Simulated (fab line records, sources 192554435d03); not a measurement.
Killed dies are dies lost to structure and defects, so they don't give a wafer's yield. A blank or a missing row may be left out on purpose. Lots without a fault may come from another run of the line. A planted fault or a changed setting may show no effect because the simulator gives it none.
Chamber matching | flow n5_finfet | N5_BEOL_M6_PECVD_70 on pecvd-01: 3 sister chambers
The step deposits SiO2 from TEOS/O2, target thk 20 nm, time 22.7 s. 20 wafers are shown with their chamber, then 10 later ones without.

WAFERS WITH THEIR CHAMBER
wafer  | chamber | showerhead_plenum_p_Torr (Torr) | heater_power_w (W) | throttle_valve_pct (%)
L075.3 | 1       | 8.79                            | 883                | 20.9
L075.4 | 0       | 8.79                            | 973                | 21.2
L075.6 | 2       | 8.63                            | 657                | 20.6
L082.4 | 0       | 8.77                            | 949                | 21.4
L082.5 | 2       | 8.63                            | 767                | 20.6
L082.6 | 0       | 8.77                            | 927                | 21.2
L085.1 | 0       | 8.80                            | 938                | 21.1
L085.4 | 1       | 8.77                            | 762                | 20.7
L085.5 | 0       | 8.77                            | 923                | 21.1
L090.1 | 1       | 8.79                            | 805                | 20.7
L090.4 | 1       | 8.79                            | 831                | 20.7
L090.5 | 0       | 8.78                            | 992                | 21.1
L093.1 | 1       | 8.80                            | 901                | 20.6
L093.3 | 0       | 8.79                            | 960                | 21.1
L093.4 | 1       | 8.80                            | 951                | 21.1
L091.2 | 2       | 8.61                            | 761                | 20.8
L091.3 | 0       | 8.78                            | 882                | 21.1
L091.4 | 1       | 8.80                            | 915                | 20.7
L086.3 | 2       | 8.65                            | 660                | 20.7
L086.4 | 1       | 8.82                            | 777                | 20.9

SIGNATURES (means of the wafers above)
reading                  | chamber 0 | chamber 1 | chamber 2 | scatter within a chamber
showerhead_plenum_p_Torr | 8.7812    | 8.7950    | 8.6300    | 0.0135
heater_power_w           | 943.00    | 853.12    | 711.25    | 55.7
throttle_valve_pct       | 21.163    | 20.788    | 20.675    | 0.132
Rule: a wafer's distance from a chamber is the root of the sum, over the readings, of the square of ((its reading less the chamber's mean) divided by the reading's scatter). The wafer belongs to the nearest chamber; if the next one is less than 2 further off, it can't be placed. The scatter: the root of (the sum of the squares of (reading less its chamber's mean) over the shown wafers, divided by (wafers less chambers)).

WAFERS WITHOUT THEIR CHAMBER
wafer  | showerhead_plenum_p_Torr (Torr) | heater_power_w (W) | throttle_valve_pct (%)
L086.5 | 8.63                            | 682                | 20.1
L095.1 | 8.78                            | 847                | 20.9
L095.4 | 8.60                            | 710                | 20.8
L095.6 | 8.77                            | 844                | 20.6
L094.1 | 8.80                            | 893                | 21.1
L094.4 | 8.79                            | 858                | 21.0
L094.6 | 8.77                            | 872                | 21.1
L097.3 | 8.80                            | 787                | 20.8
L097.4 | 8.79                            | 832                | 21.3
L097.6 | 8.62                            | 785                | 20.7

WHICH CHAMBER EACH WENT THROUGH
wafer  | from the rows above     | in truth
L086.5 | 2                       | 2
L095.1 | can't be placed: 1 or 0 | 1
L095.4 | 2                       | 2
L095.6 | 1                       | 1
L094.1 | can't be placed: 0 or 1 | 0
L094.4 | can't be placed: 1 or 0 | 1
L094.6 | can't be placed: 0 or 1 | 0
L097.3 | 1                       | 1
L097.4 | can't be placed: 0 or 1 | 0
L097.6 | 2                       | 2
Placed correctly: 5 of 10. Can't be placed from these rows: 5 (the true chamber is among the candidates in 5). Placed wrongly: 0.
